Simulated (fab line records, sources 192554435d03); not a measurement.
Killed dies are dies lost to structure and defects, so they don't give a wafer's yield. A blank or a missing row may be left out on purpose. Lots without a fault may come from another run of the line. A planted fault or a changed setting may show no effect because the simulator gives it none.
Chamber matching | flow n5_finfet | N5_BEOL_M0_SAQP_ILD_DEP_01 on pecvd-03: 3 sister chambers
The step deposits SiOC from DEMS/O2, target thk 45.419 nm, time 8.7 s. 3 wafers are shown with their chamber, then 11 later ones without.

WAFERS WITH THEIR CHAMBER
wafer  | chamber | throttle_valve_pct (%)
L085.3 | 0       | 14.4
L085.5 | 1       | 12.7
L086.1 | 2       | 11.1

WAFERS WITHOUT THEIR CHAMBER
wafer  | throttle_valve_pct (%)
L086.4 | 14.6
L086.5 | 12.7
L089.2 | 10.7
L089.3 | 12.6
L089.5 | 14.4
L090.1 | 14.5
L090.3 | 10.7
L090.6 | 11.0
L093.1 | 10.7
L093.3 | 12.8
L093.5 | 12.4

WHICH CHAMBER EACH WENT THROUGH
wafer  | from the rows above | in truth
L086.4 | 0                   | 0
L086.5 | 1                   | 1
L089.2 | 2                   | 2
L089.3 | 1                   | 1
L089.5 | 0                   | 0
L090.1 | 0                   | 0
L090.3 | 2                   | 2
L090.6 | 2                   | 2
L093.1 | 2                   | 2
L093.3 | 1                   | 1
L093.5 | 1                   | 1
Placed correctly: 11 of 11. Can't be placed from these rows: 0. Placed wrongly: 0.
How it was worked out, from the rows above alone: a wafer's distance from a chamber is the root of the sum, over the readings, of the square of ((its reading less the chamber's mean) divided by the reading's scatter). The wafer belongs to the nearest chamber; if the next one is less than 2 further off, it can't be placed. A chamber's mean is the mean of its shown wafers. The scatter: with one shown wafer a chamber, the root of the mean of the squares of how far each hidden wafer lies from its nearest shown one.
